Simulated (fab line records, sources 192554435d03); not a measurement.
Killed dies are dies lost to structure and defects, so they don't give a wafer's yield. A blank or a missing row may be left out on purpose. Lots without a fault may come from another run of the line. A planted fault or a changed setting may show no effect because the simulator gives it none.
Split-lot experiment | flow n5_finfet | 7 lots, 21 wafers read, on a route of 1938 steps

THE SPLIT
At N5_BEOL_M0_SAQP_HM_DEP_111 (deposits SiO2 from SiH4/N2O, target thk 12 nm, time 7.2 s), the setting time_s was moved away from the recipe's 7.2 s on 6 of the 21 wafers read, by -11.0% to +13.3%. The other wafers ran this setting at the recipe's value.

FROM THE SPLIT TO THE READING: what the file shows between them, 4 steps
- N5_BEOL_M0_SAQP_COAT_81: time 60 s, resist thk 100 nm
- N5_BEOL_M0_SAQP_COAT_82: time 60 s, resist thk 30 nm
- N5_BEOL_M0_SAQP_ETCH_84: etches SOC in N2/H2, target depth 100 nm, overetch 20 nm, time 150 s
- N5_BEOL_M0_SAQP_STRIP_80: strips in N2/H2

THE READING
etch.depth_nm (the simulator's own value, which no gauge read), in nm, at N5_BEOL_M0_SAQP_HM_OPEN_112 (chemistry CHF3/O2, target SiO2, stops on a-Si, target depth 12 nm, time 13.5 s). The file gives no usual value for it. The 15 wafers here that ran the recipe average 12.03 nm, standard deviation 0.21 nm.

wafer  | tool, chamber at the split | time_s as run, s | against the recipe | etch.depth_nm, nm | against lot-mates on the recipe
L078.3 | pecvd-04, 1                | 7.2              | recipe             | 12.04             | -
L078.4 | pecvd-04, 2                | 6.411            | -11.0%             | 10.68             | -1.36
L078.6 | pecvd-04, 0                | 6.411            | -11.0%             | 10.77             | -1.27
L080.1 | pecvd-02, 2                | 6.925            | -3.8%              | 11.67             | -0.40
L080.5 | pecvd-02, 1                | 7.2              | recipe             | 11.97             | -
L080.6 | pecvd-02, 0                | 7.2              | recipe             | 12.17             | -
L085.1 | pecvd-04, 1                | 7.2              | recipe             | 11.87             | -
L085.4 | pecvd-04, 2                | 7.2              | recipe             | 12.09             | -
L085.5 | pecvd-04, 1                | 7.2              | recipe             | 12.15             | -
L086.3 | pecvd-04, 1,1,2            | 7.2              | recipe             | 12.18             | -
L086.5 | pecvd-04, 1,1,2            | 7.2              | recipe             | 12.27             | -
L086.6 | pecvd-04, 1,1,2            | 7.2              | recipe             | 12.13             | -
L091.2 | pecvd-01, 0,2              | 7.2              | recipe             | 11.64             | -
L091.3 | pecvd-01, 0,2              | 7.2              | recipe             | 11.69             | -
L091.5 | pecvd-01, 0                | 7.2              | recipe             | 11.74             | -
L094.3 | pecvd-01, 1                | 7.2              | recipe             | 12.02             | -
L094.5 | pecvd-01, 0                | 8.157            | +13.3%             | 13.48             | +1.27
L094.6 | pecvd-01, 1                | 7.2              | recipe             | 12.4              | -
L095.3 | pecvd-04, 0                | 7.2              | recipe             | 12.09             | -
L095.4 | pecvd-04, 2,0              | 7.646            | +6.2%              | 12.96             | +0.87
L095.6 | pecvd-04, 2,0              | 7.646            | +6.2%              | 12.97             | +0.88
Where a row lists several chambers, the file gives one row for several wafers and doesn't say which wafer went through which chamber.

THE FIT
A straight line over all 21 wafers: etch.depth_nm changes by +0.12 nm for each +1% of time_s; r = +0.95; the points scatter about the line by 0.2 nm.
The same after taking each lot's own level away (the mean of its wafers on the recipe; 21 wafers): +0.114 nm for each +1%; r = +0.98; scatter 0.12 nm.
On that fit, the largest move of time_s shifts the reading by 1.5 nm.
The lots' own levels span 11.690 to 12.210 nm, that is 2.5 times the standard deviation above.
So the lot-to-lot level changes the slope little: the two slopes agree.
Check: with one of the wafers moved furthest among these (+13.3%) left out of the fit, the line predicts +1.68 nm for it against its lot-mates. It came out at +1.27 nm against them.

OTHER SPLITS ON THESE WAFERS
These wafers also went through other splits before the reading. Each is held against what the fit with the lots' levels taken away leaves over:
other split on the same wafers        | wafers away from the commonest value | r with etch.depth_nm (lot level and that fit taken away)
N5_MOL_CONTACT_COAG_EXPOSE_05 dose_mj | 9                                    | +0.25
N5_MOL_CONTACT_COAG_ALD_27 ald_cycles | 7                                    | +0.16
N5_MOL_CONTACT_COAG_COAT_75 spin_rpm  | 5                                    | +0.16

THE WHOLE CHAIN: every reading that the file lists as answering this split, in the file's order
step                        | what it does                                                                   | reading                                                                                 | change (the file's fit)               | r (the file's)
N5_BEOL_M0_SAQP_HM_DEP_111  | deposits SiO2 from SiH4/N2O, target thk 12 nm, time 7.2 s                      | SiO2_of_BEOL_M0_SAQP_HM_DEP_111.thk_nm (the simulator's own value, which no gauge read) | +0.11 nm for each +1% of the setting  | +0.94
N5_BEOL_M0_SAQP_HM_OPEN_112 | chemistry CHF3/O2, target SiO2, stops on a-Si, target depth 12 nm, time 13.5 s | etch.depth_nm (the simulator's own value, which no gauge read)                          | +0.109 nm for each +1% of the setting | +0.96

THE FILE'S OWN FIT
etch.depth_nm changes by +0.109 nm for each +1% of time_s, r = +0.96.
